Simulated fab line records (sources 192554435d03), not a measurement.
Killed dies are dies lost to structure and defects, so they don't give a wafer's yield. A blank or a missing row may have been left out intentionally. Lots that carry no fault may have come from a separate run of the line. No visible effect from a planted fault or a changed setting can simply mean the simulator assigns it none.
Split-lot study / flow n5Finfet / route with 1938 steps; 7 lots, 39 wafers read

## ABOUT THE SPLIT
At N5_BEOL_M3_TRENCH_ETCH_37 (etches SiOC in C4F6/O2, target depth 55.555 nm, time 29.2 s), the setting targetDepthA was moved away from the recipe's 555.55 angstrom on 18 of the 39 wafers read, by -50.5% to +59.4%. All remaining wafers had this setting at the recipe value.

## FROM THE SPLIT TO THE READING: what the file shows between them, 2 steps
- N5_BEOL_M3_ETCH_41: etches SiCN in CH3F/O2, target depth 29.9 nm, time 52.5 s
- N5_BEOL_M3_STRIP_97: strips in N2/H2, time 10 s

## THE READING
trenchDepthNm, in nm, at N5_BEOL_M3_OCD_MEAS_38. A value of 55.2 nm with a standard deviation of 1.7 nm is what fault-free wafers of this fab line usually give.

wafer=L074.1; tool, chamber at the split=rieDiel-01, 1; targetDepthA as run, angstrom=555.55; against the recipe=recipe; trenchDepthNm, nm=52.0; against lot-mates on the recipe=-
wafer=L074.2; tool, chamber at the split=rieDiel-01, 2; targetDepthA as run, angstrom=555.55; against the recipe=recipe; trenchDepthNm, nm=55.6; against lot-mates on the recipe=-
wafer=L074.3; tool, chamber at the split=rieDiel-01, 3; targetDepthA as run, angstrom=348.6; against the recipe=-37.3%; trenchDepthNm, nm=33.7; against lot-mates on the recipe=-20.4
wafer=L074.4; tool, chamber at the split=rieDiel-01, 2; targetDepthA as run, angstrom=348.6; against the recipe=-37.3%; trenchDepthNm, nm=34.7; against lot-mates on the recipe=-19.4
wafer=L074.5; tool, chamber at the split=rieDiel-01, 1; targetDepthA as run, angstrom=348.6; against the recipe=-37.3%; trenchDepthNm, nm=32.7; against lot-mates on the recipe=-21.4
wafer=L074.6; tool, chamber at the split=rieDiel-01, 3; targetDepthA as run, angstrom=555.55; against the recipe=recipe; trenchDepthNm, nm=54.8; against lot-mates on the recipe=-
wafer=L080.2; tool, chamber at the split=rieDiel-05, 0; targetDepthA as run, angstrom=555.55; against the recipe=recipe; trenchDepthNm, nm=58.3; against lot-mates on the recipe=-
wafer=L080.3; tool, chamber at the split=rieDiel-05, 3; targetDepthA as run, angstrom=555.55; against the recipe=recipe; trenchDepthNm, nm=53.7; against lot-mates on the recipe=-
wafer=L080.6; tool, chamber at the split=rieDiel-05, 0; targetDepthA as run, angstrom=555.55; against the recipe=recipe; trenchDepthNm, nm=57.8; against lot-mates on the recipe=-
wafer=L082.1; tool, chamber at the split=rieDiel-01, 2; targetDepthA as run, angstrom=555.55; against the recipe=recipe; trenchDepthNm, nm=56.5; against lot-mates on the recipe=-
wafer=L082.2; tool, chamber at the split=rieDiel-01, 3; targetDepthA as run, angstrom=762; against the recipe=+37.2%; trenchDepthNm, nm=76.0; against lot-mates on the recipe=+21.2
wafer=L082.3; tool, chamber at the split=rieDiel-01, 0; targetDepthA as run, angstrom=762; against the recipe=+37.2%; trenchDepthNm, nm=76.2; against lot-mates on the recipe=+21.4
wafer=L082.4; tool, chamber at the split=rieDiel-01, 1; targetDepthA as run, angstrom=555.55; against the recipe=recipe; trenchDepthNm, nm=52.4; against lot-mates on the recipe=-
wafer=L082.5; tool, chamber at the split=rieDiel-01, 3; targetDepthA as run, angstrom=555.55; against the recipe=recipe; trenchDepthNm, nm=55.5; against lot-mates on the recipe=-
wafer=L082.6; tool, chamber at the split=rieDiel-01, 0; targetDepthA as run, angstrom=762; against the recipe=+37.2%; trenchDepthNm, nm=75.4; against lot-mates on the recipe=+20.6
wafer=L084.1; tool, chamber at the split=rieDiel-06, 1; targetDepthA as run, angstrom=885.4; against the recipe=+59.4%; trenchDepthNm, nm=87.2; against lot-mates on the recipe=+31.2
wafer=L084.2; tool, chamber at the split=rieDiel-06, 2; targetDepthA as run, angstrom=555.55; against the recipe=recipe; trenchDepthNm, nm=55.6; against lot-mates on the recipe=-
wafer=L084.3; tool, chamber at the split=rieDiel-06, 3; targetDepthA as run, angstrom=555.55; against the recipe=recipe; trenchDepthNm, nm=55.7; against lot-mates on the recipe=-
wafer=L084.4; tool, chamber at the split=rieDiel-06, 0; targetDepthA as run, angstrom=885.4; against the recipe=+59.4%; trenchDepthNm, nm=88.4; against lot-mates on the recipe=+32.4
wafer=L084.5; tool, chamber at the split=rieDiel-06, 0; targetDepthA as run, angstrom=555.55; against the recipe=recipe; trenchDepthNm, nm=56.6; against lot-mates on the recipe=-
wafer=L084.6; tool, chamber at the split=rieDiel-06, 1; targetDepthA as run, angstrom=885.4; against the recipe=+59.4%; trenchDepthNm, nm=87.0; against lot-mates on the recipe=+31.0
wafer=L086.1; tool, chamber at the split=rieDiel-06, 0; targetDepthA as run, angstrom=275; against the recipe=-50.5%; trenchDepthNm, nm=27.7; against lot-mates on the recipe=-28.0
wafer=L086.2; tool, chamber at the split=rieDiel-06, 1; targetDepthA as run, angstrom=275; against the recipe=-50.5%; trenchDepthNm, nm=25.9; against lot-mates on the recipe=-29.8
wafer=L086.3; tool, chamber at the split=rieDiel-06, 2; targetDepthA as run, angstrom=555.55; against the recipe=recipe; trenchDepthNm, nm=56.1; against lot-mates on the recipe=-
wafer=L086.4; tool, chamber at the split=rieDiel-06, 3; targetDepthA as run, angstrom=275; against the recipe=-50.5%; trenchDepthNm, nm=27.6; against lot-mates on the recipe=-28.1
wafer=L086.5; tool, chamber at the split=rieDiel-06, 1; targetDepthA as run, angstrom=555.55; against the recipe=recipe; trenchDepthNm, nm=54.4; against lot-mates on the recipe=-
wafer=L086.6; tool, chamber at the split=rieDiel-06, 2; targetDepthA as run, angstrom=555.55; against the recipe=recipe; trenchDepthNm, nm=56.7; against lot-mates on the recipe=-
wafer=L093.1; tool, chamber at the split=rieDiel-05, 0; targetDepthA as run, angstrom=555.55; against the recipe=recipe; trenchDepthNm, nm=58.7; against lot-mates on the recipe=-
wafer=L093.2; tool, chamber at the split=rieDiel-05, 3; targetDepthA as run, angstrom=820.3; against the recipe=+47.7%; trenchDepthNm, nm=79.4; against lot-mates on the recipe=+22.8
wafer=L093.3; tool, chamber at the split=rieDiel-05, 2; targetDepthA as run, angstrom=820.3; against the recipe=+47.7%; trenchDepthNm, nm=84.1; against lot-mates on the recipe=+27.5
wafer=L093.4; tool, chamber at the split=rieDiel-05, 1; targetDepthA as run, angstrom=555.55; against the recipe=recipe; trenchDepthNm, nm=54.6; against lot-mates on the recipe=-
wafer=L093.5; tool, chamber at the split=rieDiel-05, 2; targetDepthA as run, angstrom=555.55; against the recipe=recipe; trenchDepthNm, nm=56.6; against lot-mates on the recipe=-
wafer=L093.6; tool, chamber at the split=rieDiel-05, 3; targetDepthA as run, angstrom=820.3; against the recipe=+47.7%; trenchDepthNm, nm=79.0; against lot-mates on the recipe=+22.4
wafer=L095.1; tool, chamber at the split=rieDiel-05, 1; targetDepthA as run, angstrom=555.55; against the recipe=recipe; trenchDepthNm, nm=54.6; against lot-mates on the recipe=-
wafer=L095.2; tool, chamber at the split=rieDiel-05, 3; targetDepthA as run, angstrom=555.55; against the recipe=recipe; trenchDepthNm, nm=53.4; against lot-mates on the recipe=-
wafer=L095.3; tool, chamber at the split=rieDiel-05, 0; targetDepthA as run, angstrom=555.55; against the recipe=recipe; trenchDepthNm, nm=59.5; against lot-mates on the recipe=-
wafer=L095.4; tool, chamber at the split=rieDiel-05, 2; targetDepthA as run, angstrom=681.9; against the recipe=+22.7%; trenchDepthNm, nm=69.5; against lot-mates on the recipe=+13.7
wafer=L095.5; tool, chamber at the split=rieDiel-05, 0; targetDepthA as run, angstrom=681.9; against the recipe=+22.7%; trenchDepthNm, nm=72.5; against lot-mates on the recipe=+16.7
wafer=L095.6; tool, chamber at the split=rieDiel-05, 1; targetDepthA as run, angstrom=681.9; against the recipe=+22.7%; trenchDepthNm, nm=66.6; against lot-mates on the recipe=+10.8

FIT RESULTS
A straight line over all 39 wafers: trenchDepthNm changes by +0.554 nm for each +1% of targetDepthA; r = +0.99; the points scatter about the line by 1.9 nm.
The same after taking each lot's own level away (the mean of its wafers on the recipe; 39 wafers): +0.545 nm for each +1%; r = +0.99; scatter 1.8 nm.
Per that fit: largest targetDepthA move, reading shift of 32 nm.
The span of the lots' own levels, 54.13 to 56.63 nm, comes to 1.5 times the standard deviation stated above.
The two slopes are in agreement: the lot-to-lot level therefore moves the slope only a little.
Check: +32.4 nm against its lot-mates is what the line predicts for one of the wafers moved furthest among these (+59.4%) when that wafer is left out of the fit. It came out at +31.2 nm against them.

## THE WHOLE CHAIN: every reading that the file lists as answering this split, in the file's order
step=N5_BEOL_M3_TRENCH_ETCH_37; what it does=etches SiOC in C4F6/O2, target depth 55.555 nm, time 29.2 s; reading=BEOL_M3.featureDepthNm (the simulator's own value, which no gauge read); change (the file's fit)=+0.542 nm for each +1% of the setting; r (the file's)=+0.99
step=N5_BEOL_M3_TRENCH_ETCH_37; what it does=etches SiOC in C4F6/O2, target depth 55.555 nm, time 29.2 s; reading=etch.depthNm (the simulator's own value, which no gauge read); change (the file's fit)=+0.542 nm for each +1% of the setting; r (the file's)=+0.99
step=N5_BEOL_M3_TRENCH_ETCH_37; what it does=etches SiOC in C4F6/O2, target depth 55.555 nm, time 29.2 s; reading=TiN_of_BEOL_M3_HM_DEP_02.thkNm (the simulator's own value, which no gauge read); change (the file's fit)=-0.0243 nm for each +1% of the setting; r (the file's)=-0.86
step=N5_BEOL_M3_OCD_MEAS_38; what it does=; reading=trenchDepthNm; change (the file's fit)=+0.545 nm for each +1% of the setting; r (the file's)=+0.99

## FILE'S OWN FIT
trenchDepthNm changes by +0.545 nm for each +1% of targetDepthA, r = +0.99.
